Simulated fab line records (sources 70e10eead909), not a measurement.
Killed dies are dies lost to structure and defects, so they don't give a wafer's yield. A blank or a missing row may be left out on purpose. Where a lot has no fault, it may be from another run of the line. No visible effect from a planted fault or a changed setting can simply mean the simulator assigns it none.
Struck lot and sound lot, side by side -- flow nand harc -- 14 steps out of a route of 1302
Sound: the wafers L483.2, L483.3, L483.5. Struck: wafer L496.3. (L496.2, L496.6 of the same lot were not struck and are left out.) The cause comes at the end.
At each step with rows: each side's tool, then ch and its chambers, then its first start. Under that, the readings that differ: sound wafers -- struck wafers -- difference of the means -- sigmas: that difference in standard deviations of wafers without a fault.
alike: same words and numbers on both sides, and readings whose means sit less than 2 such deviations apart. not compared: any withheld reading, any reading some wafer has no value for, any bound like >300 that may hide the same value, and any number with overlapping values for which the record gives no deviation.
Wherever a step has rows on one side only, a row that says differs or no value, or a row with sigmas, the two part there. Numbers that have no deviation but don't overlap get no sigmas and don't part them. A reading missing from all wafers of one side parts the sides only when that side holds two or more wafers.

first, 8 steps without rows for these wafers: NHARC_A_SLIT_DEHYDRATE_01 (time 120 s); NHARC_A_SLIT_HMDS_02 (time 30 s); NHARC_A_SLIT_COAT_03 (resist thk 90 nm); NHARC_A_SLIT_SOFTBAKE_04 (time 55 s); NHARC_A_SLIT_EBR_05; NHARC_A_SLIT_EXPOSE_06 (exposes mask SLIT); NHARC_A_SLIT_PEB_07 (peb time 65 s); NHARC_A_SLIT_DEVELOP_08 (develop time 35 s).
NHARC_A_SLIT_CD_MEAS_09 targets a cd of 300 nm.
  sound on cd sem-02 ch 0, day 20 07:11; struck on cd sem-01 ch 0, day 25 03:55
  alike: cd nm
NHARC_A_SLIT_OVL_MEAS_10:
  struck on overlay-02, day 25 03:59; sound on overlay-02, day 20 07:16
  alike: overlay x nm, overlay y nm
NHARC_A_SLIT_INSPECT_11:
  struck on defect inspect-02, day 25 04:02; sound on defect inspect-02, day 20 07:19
  alike: raw defect count
NHARC_A_SLIT_DESCUM_14: chemistry O2, time 3 s.
  sound on rie diel-09 ch 0,1,3, day 20 07:23; struck on rie diel-09 ch 2, day 25 04:05
  alike: chamber pressure mTorr, drypump motor current A, mfc ar sccm, oes product au, rf vpp V, showerhead plenum p Torr, throttle valve pct
  not compared: rf hours counter h
NHARC_A_SLIT_ETCH_24: etches the open film in CF4/CHF3, target depth 121 nm, time 60.5 s.
  sound on rie diel-09 ch 1,3, day 20 07:27; struck on rie diel-09 ch 0, day 25 04:11
reading,sound,struck,difference,sigmas
run length s (s),82.7 81.8 81.9,70.0,-12.1,-26
  alike: chamber pressure mTorr, drypump motor current A, mfc ar sccm, oes product au, rf vpp V, showerhead plenum p Torr, throttle valve pct
  not compared: rf hours counter h
NHARC_A_SLIT_ETCH_15: etches the open film in O2/COS, target depth 6200 nm, time 1612 s.
  sound: rie diel-09 ch 1,2,3; struck: rie diel-09 ch 3
  alike: chamber pressure mTorr, drypump motor current A, mfc ar sccm, oes product au, rf vpp V, run length s, showerhead plenum p Torr, throttle valve pct
  not compared: rf hours counter h

== WHERE THEY PART ==
Within this record, at NHARC_A_SLIT_ETCH_24 only. Later steps at which nothing parts them and some readings are alike: NHARC_A_SLIT_ETCH_15.

WHY: the cause the simulator had injected
rie diel-09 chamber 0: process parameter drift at NHARC_A_SLIT_ETCH_24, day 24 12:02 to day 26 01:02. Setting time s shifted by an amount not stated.
